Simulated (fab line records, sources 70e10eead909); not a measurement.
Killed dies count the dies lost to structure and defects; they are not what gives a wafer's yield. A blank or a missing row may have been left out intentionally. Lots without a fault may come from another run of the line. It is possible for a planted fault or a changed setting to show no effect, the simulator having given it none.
Check of tool commonality	flow nand_harc	12 lots and 42 wafers in the sample

## WHAT PROMPTED THE OPENING
At NHARC_A_ONON_D2_THK_MEAS_05 the reading thk_nm is flagged on 2 of 12 lots. No-fault wafers: 1001 nm, standard deviation 8.1.
Rule: a lot gets a flag if all its wafers with a number sit over 4 standard deviations from that mean, or if no wafer of it has a number. As for the other lots, they are considered sound.

lot	measured	on	thk_nm (nm), wafer by wafer	flag
L348	day 12 23:13	film_metro-02	1001 998 998	
L349	day 13 12:22	film_metro-02	1012 1013 1012	
L356	day 16 11:06	film_metro-02	641 642 641 642 641 642	FLAGGED
L359	day 17 07:52	film_metro-02	642 645 645 646 643 644	FLAGGED
L361	day 18 09:17	film_metro-02	994 994 993	
L363	day 19 00:38	film_metro-01	1009 1010 1006	
L364	day 19 19:16	film_metro-02	994 996 995	
L365	day 20 01:07	film_metro-02	990 989 993	
L367	day 20 23:34	film_metro-01	1009 1010 1010	
L366	day 20 23:34	film_metro-02	1010 1011 1010	
L368	day 21 06:41	film_metro-02	1012 1011 1012	
L370	day 21 18:30	film_metro-02	1001 1001 1002	
On average the flagged lots' numbers are 643 nm, which is -358 nm against the usual, or -44 standard deviations.

## LOT BY LOT: THE TOOL USED
3 process steps preceding the reading are held in the record, out of 1302 steps in the route. Read each cell as the tool, then ch plus the chambers that the sampled wafers visited, then the start.
lot	flag	NHARC_A_CHANNEL_HOLE_D1_ETCH_22	NHARC_A_CHANNEL_HOLE_D1_ETCH_44	NHARC_A_ONON_D2_DEP_03
L348		har_etch-01 ch 0,1, day 9 04:41	rie_diel-04 ch 0,1,3, day 9 08:26	pecvd_onon-03 ch 0, day 12 22:45
L349		har_etch-02 ch 0,1, day 9 13:41	rie_diel-11 ch 0,2,3, day 9 17:27	pecvd_onon-03 ch 0, day 13 11:51
L356	FLAGGED	har_etch-01 ch 0,1, day 12 17:40	rie_diel-13 ch 1,2, day 12 21:20	pecvd_onon-03 ch 0, day 16 10:42
L359	FLAGGED	har_etch-02 ch 0,1, day 13 14:02	rie_diel-11 ch 1,2,3, day 13 17:52	pecvd_onon-03 ch 0, day 17 07:21
L361		har_etch-02 ch 0,1, day 14 15:02	rie_diel-11 ch 0,2,3, day 14 19:09	pecvd_onon-01 ch 0, day 18 08:46
L363		har_etch-01 ch 0,1, day 15 07:49	rie_diel-11 ch 0,3, day 15 11:43	pecvd_onon-01 ch 0, day 19 00:07
L364		har_etch-02 ch 0,1, day 15 21:50	rie_diel-11 ch 2,3, day 16 01:41	pecvd_onon-02 ch 0, day 19 18:48
L365		har_etch-01 ch 0,1, day 16 04:34	rie_diel-11 ch 0,3, day 16 08:19	pecvd_onon-02 ch 0, day 20 00:35
L367		har_etch-01 ch 0,1, day 17 01:27	rie_diel-04 ch 0,3, day 17 05:13	pecvd_onon-02 ch 0, day 20 23:03
L366		har_etch-01 ch 0,1, day 16 21:24	rie_diel-11 ch 0,2, day 17 01:04	pecvd_onon-03 ch 0, day 20 23:10
L368		har_etch-02 ch 0,1, day 17 13:47	rie_diel-11 ch 1,2,3, day 17 17:40	pecvd_onon-02 ch 0, day 21 06:08
L370		har_etch-01 ch 0,1, day 18 03:00	rie_diel-11 ch 0,1,2, day 18 06:52	pecvd_onon-03 ch 0, day 21 17:59
These steps, and what they do:
- NHARC_A_CHANNEL_HOLE_D1_ETCH_22: etches the open film in C4F8/O2/Ar, time 666.7 s, target depth 1600 nm.
- NHARC_A_CHANNEL_HOLE_D1_ETCH_44: etches the open film in CF4/O2, target depth 140 nm, overetch 14 nm, time 77 s.
- NHARC_A_ONON_D2_DEP_03: target thk 1000 nm.
- NHARC_A_ONON_D2_THK_MEAS_05: measures by ellipsometry.

## FLAGGED OVER TOTAL, TOOL BY TOOL (the gauges that took the reading come last)
step	tool	lots run	flagged	share of the flagged lots	sound lots run after its first flagged lot
NHARC_A_CHANNEL_HOLE_D1_ETCH_22	har_etch-01	7	1	some	5 (L363,L365,L366,L367,L370)
NHARC_A_CHANNEL_HOLE_D1_ETCH_22	har_etch-02	5	1	some	3 (L361,L364,L368)
NHARC_A_CHANNEL_HOLE_D1_ETCH_44	rie_diel-04	2	0	none	-
NHARC_A_CHANNEL_HOLE_D1_ETCH_44	rie_diel-11	9	1	some	7 (L361,L363,L364,L365,L366,L368,L370)
NHARC_A_CHANNEL_HOLE_D1_ETCH_44	rie_diel-13	1	1	some	0
NHARC_A_ONON_D2_DEP_03	pecvd_onon-01	2	0	none	-
NHARC_A_ONON_D2_DEP_03	pecvd_onon-02	4	0	none	-
NHARC_A_ONON_D2_DEP_03	pecvd_onon-03	6	2	all	2 (L366,L370)
NHARC_A_ONON_D2_THK_MEAS_05	film_metro-01	2	0	none	-
NHARC_A_ONON_D2_THK_MEAS_05	film_metro-02	10	2	all	6 (L361,L364,L365,L366,L368,L370)

## WHAT THE TABLE ALLOWS
Rows of the table that ran all the flagged lots, 2 in number: pecvd_onon-03 at NHARC_A_ONON_D2_DEP_03; film_metro-02 at NHARC_A_ONON_D2_THK_MEAS_05.
- pecvd_onon-03 at NHARC_A_ONON_D2_DEP_03 ran 6 lots, 2 of them flagged. Sound lots followed the first flagged one (L366, L370) on it, something a lasting fault affecting the whole tool could not allow.
- film_metro-02 at NHARC_A_ONON_D2_THK_MEAS_05 ran 10 lots, 2 of them flagged. Sound lots followed the first flagged one (L361, L364, L365, L366, L368, L370) on it, something a lasting fault affecting the whole tool could not allow.
None of the table's rows ran every flagged lot and, after the first, no sound lot.

## WHAT THE SIMULATOR PUT IN
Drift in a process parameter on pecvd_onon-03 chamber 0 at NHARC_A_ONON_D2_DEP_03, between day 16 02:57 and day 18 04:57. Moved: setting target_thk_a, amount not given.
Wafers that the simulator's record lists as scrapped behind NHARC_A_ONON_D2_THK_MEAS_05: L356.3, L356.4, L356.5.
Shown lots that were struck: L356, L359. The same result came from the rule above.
